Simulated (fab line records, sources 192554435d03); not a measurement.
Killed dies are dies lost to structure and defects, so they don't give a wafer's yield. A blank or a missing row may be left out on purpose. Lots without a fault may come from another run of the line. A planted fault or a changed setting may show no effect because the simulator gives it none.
Split-lot experiment | flow n5_finfet | 7 lots, 21 wafers read, on a route of 1938 steps

THE SPLIT
At N5_BEOL_M4_ETCH_70 (etches SOC in N2/H2, target depth 80 nm, overetch 24 nm, time 130 s), the setting source_w was moved away from the recipe's 840 W on 5 of the 21 wafers read, by -14.8% to +16.7%. The other wafers ran this setting at the recipe's value.

The reading is taken at the split's own step.

THE READING
rf_vpp_V, in V, at N5_BEOL_M4_ETCH_70 (etches SOC in N2/H2, target depth 80 nm, overetch 24 nm, time 130 s). Fault-free wafers of this fab line usually give 523.7 V, standard deviation 2.8 V.

wafer  | tool, chamber at the split | source_w as run, W | against the recipe | rf_vpp_V, V | against lot-mates on the recipe
L074.1 | rie_diel-05, 3             | 840                | recipe             | 528.6       | -
L074.2 | rie_diel-05, 0             | 840                | recipe             | 525.7       | -
L074.4 | rie_diel-05, 1             | 840                | recipe             | 521.9       | -
L076.1 | rie_diel-04, 1             | 840                | recipe             | 527.6       | -
L076.3 | rie_diel-04, 3             | 840                | recipe             | 520.6       | -
L076.4 | rie_diel-04, 2             | 840                | recipe             | 521.0       | -
L078.2 | rie_diel-05, 3             | 886.5              | +5.5%              | 519.0       | -1.1
L078.3 | rie_diel-05, 1             | 840                | recipe             | 520.1       | -
L078.4 | rie_diel-05, 0             | 886.5              | +5.5%              | 514.8       | -5.3
L082.3 | rie_diel-05, 3             | 840                | recipe             | 528.5       | -
L082.5 | rie_diel-05, 2             | 840                | recipe             | 526.2       | -
L082.6 | rie_diel-05, 3             | 980.5              | +16.7%             | 500.8       | -26.6
L090.1 | rie_diel-02, 1             | 840                | recipe             | 525.3       | -
L090.4 | rie_diel-02, 2             | 840                | recipe             | 526.8       | -
L090.6 | rie_diel-02, 2             | 840                | recipe             | 526.6       | -
L089.1 | rie_diel-02, 2             | 840                | recipe             | 527.4       | -
L089.2 | rie_diel-02, 1             | 715.5              | -14.8%             | 554.3       | +27.5
L089.5 | rie_diel-02, 2             | 840                | recipe             | 526.3       | -
L094.2 | rie_diel-05, 0             | 968.3              | +15.3%             | 500.4       | -22.1
L094.4 | rie_diel-05, 1             | 840                | recipe             | 521.5       | -
L094.5 | rie_diel-05, 0             | 840                | recipe             | 523.5       | -

THE FIT
A straight line over all 21 wafers: rf_vpp_V changes by -1.66 V for each +1% of source_w; r = -0.96; the points scatter about the line by 3 V.
The same after taking each lot's own level away (the mean of its wafers on the recipe; 21 wafers): -1.57 V for each +1%; r = -0.97; scatter 2.7 V.
On that fit, the largest move of source_w shifts the reading by 26 V.
The lots' own levels span 520.10 to 527.35 V, that is 2.6 times the standard deviation above.
So the lot-to-lot level changes the slope little: the two slopes agree.
Check: with one of the wafers moved furthest among these (+16.7%) left out of the fit, the line predicts -24.8 V for it against its lot-mates. It came out at -26.6 V against them.
Tool readings at the split's step, against how far the setting was moved: rf_vpp_V r = -0.96.

OTHER SPLITS ON THESE WAFERS
These wafers also went through other splits before the reading. Each is held against what the fit with the lots' levels taken away leaves over:
other split on the same wafers | wafers away from the commonest value | r with rf_vpp_V (lot level and that fit taken away)
N5_BEOL_M3_EXPOSE_08 dose_mj   | 6                                    | +0.30

THE WHOLE CHAIN: every reading that the file lists as answering this split, in the file's order
step               | what it does                                                        | reading                                                                          | change (the file's fit)                | r (the file's)
N5_BEOL_M4_ETCH_70 | etches SOC in N2/H2, target depth 80 nm, overetch 24 nm, time 130 s | rf_vpp_V                                                                         | -1.58 V for each +1% of the setting    | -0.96
N5_BEOL_M4_ETCH_70 | etches SOC in N2/H2, target depth 80 nm, overetch 24 nm, time 130 s | SiARC_of_BEOL_M4_COAT_68.thk_nm (the simulator's own value, which no gauge read) | -0.0353 nm for each +1% of the setting | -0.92

THE FILE'S OWN FIT
rf_vpp_V changes by -1.58 V for each +1% of source_w, r = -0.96.
